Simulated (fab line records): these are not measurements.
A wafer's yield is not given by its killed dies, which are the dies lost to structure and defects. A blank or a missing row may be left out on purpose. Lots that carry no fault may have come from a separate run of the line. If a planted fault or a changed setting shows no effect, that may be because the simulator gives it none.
Commonality check across tools | flow n5_finfet | Sample size 9 lots and 27 wafers

== REASON IT WAS OPENED ==
At N5_MOL_CONTACT_COAG_INSPECT_57 the reading raw_defect_count is flagged on 2 of 9 lots. Wafers without a fault read 212, standard deviation 59.
Rule: a lot is flagged in two cases, either no wafer of it has a number, or all its wafers with numbers fall more than 4 standard deviations from that mean. The rest of the lots are taken to be sound.

lot  | measured     | on                | raw_defect_count, wafer by wafer | flag
L225 | day 5 12:26  | defect_inspect-01 | 267 215 249                      |
L227 | day 5 21:29  | defect_inspect-02 | 197 170 281                      |
L234 | day 7 16:23  | defect_inspect-01 | 794 790 840                      | FLAGGED
L236 | day 8 04:27  | defect_inspect-02 | 860 814 770                      | FLAGGED
L238 | day 9 00:31  | defect_inspect-01 | 140 197 146                      |
L241 | day 9 13:17  | defect_inspect-01 | 161 188 175                      |
L243 | day 9 20:58  | defect_inspect-02 | 350 328 433                      |
L245 | day 10 13:28 | defect_inspect-01 | 109 141 172                      |
L246 | day 10 15:50 | defect_inspect-01 | 232 238 252                      |
Average over the flagged lots: 811; offset from the usual +599, equal to +10 standard deviations.

== EACH LOT AND THE TOOL IT RAN ON ==
Before the reading, the record contains 2 process steps out of a 1938-step route. Each cell gives the tool, then ch followed by the chambers the sampled wafers passed through, then the start.
lot  | flag    | N5_MOL_CONTACT_COAG_SPUTTER_143 | N5_MOL_CONTACT_COAG_ALD_123
L225 |         | pvd_sputter-01, day 5 05:57     | ald_sin-03 ch 1,2,3, day 5 11:23
L227 |         | pvd_sputter-01, day 5 14:21     | ald_sin-01 ch 0,2,3, day 5 20:32
L234 | FLAGGED | pvd_sputter-02, day 7 10:21     | ald_sin-01 ch 0,3, day 7 15:20
L236 | FLAGGED | pvd_sputter-02, day 7 20:45     | ald_sin-01 ch 1,2, day 8 03:31
L238 |         | pvd_sputter-01, day 8 15:19     | ald_sin-03 ch 0,1,2, day 8 23:31
L241 |         | pvd_sputter-01, day 9 04:52     | ald_sin-03 ch 1,2,3, day 9 12:21
L243 |         | pvd_sputter-03, day 9 13:28     | ald_sin-02 ch 0,1,2, day 9 19:53
L245 |         | pvd_sputter-02, day 10 07:17    | ald_sin-01 ch 1,2,3, day 10 12:31
L246 |         | pvd_sputter-03, day 10 08:19    | ald_sin-02 ch 0,2,3, day 10 14:47
What is done by these steps:
- N5_MOL_CONTACT_COAG_SPUTTER_143: material Co, target thk 2.5 nm.
- N5_MOL_CONTACT_COAG_ALD_123: deposits SiNx, target thk 5 nm, pulse time 1 s, purge time 2 s.
- N5_MOL_CONTACT_COAG_INSPECT_57: inspects for defects (brightfield).

== FLAGGED AGAINST TOTAL, ONE TOOL AT A TIME (gauges that did the reading follow at the end) ==
step                            | tool              | lots run | flagged | share of the flagged lots | sound lots run after its first flagged lot
N5_MOL_CONTACT_COAG_SPUTTER_143 | pvd_sputter-01    | 4        | 0       | none                      | -
N5_MOL_CONTACT_COAG_SPUTTER_143 | pvd_sputter-02    | 3        | 2       | all                       | 1 (L245)
N5_MOL_CONTACT_COAG_SPUTTER_143 | pvd_sputter-03    | 2        | 0       | none                      | -
N5_MOL_CONTACT_COAG_ALD_123     | ald_sin-01        | 4        | 2       | all                       | 1 (L245)
N5_MOL_CONTACT_COAG_ALD_123     | ald_sin-02        | 2        | 0       | none                      | -
N5_MOL_CONTACT_COAG_ALD_123     | ald_sin-03        | 3        | 0       | none                      | -
N5_MOL_CONTACT_COAG_INSPECT_57  | defect_inspect-01 | 6        | 1       | some                      | 4 (L238,L241,L245,L246)
N5_MOL_CONTACT_COAG_INSPECT_57  | defect_inspect-02 | 3        | 1       | some                      | 1 (L243)

== WHAT THE TABLE ALLOWS ==
Every flagged lot went through 2 rows of the table: pvd_sputter-02 at N5_MOL_CONTACT_COAG_SPUTTER_143 and ald_sin-01 at N5_MOL_CONTACT_COAG_ALD_123.
- pvd_sputter-02 at N5_MOL_CONTACT_COAG_SPUTTER_143: 2 of its 3 lots flagged. After the first flagged lot (L245), sound lots still ran on it; a lasting fault on the whole tool would not permit that.
- ald_sin-01 at N5_MOL_CONTACT_COAG_ALD_123: 2 of its 4 lots flagged. After the first flagged lot (L245), sound lots still ran on it; a lasting fault on the whole tool would not permit that.
There is no row in the table that ran each flagged lot and no sound lot after the first.

== WHAT THE SIMULATOR HAD INSERTED ==
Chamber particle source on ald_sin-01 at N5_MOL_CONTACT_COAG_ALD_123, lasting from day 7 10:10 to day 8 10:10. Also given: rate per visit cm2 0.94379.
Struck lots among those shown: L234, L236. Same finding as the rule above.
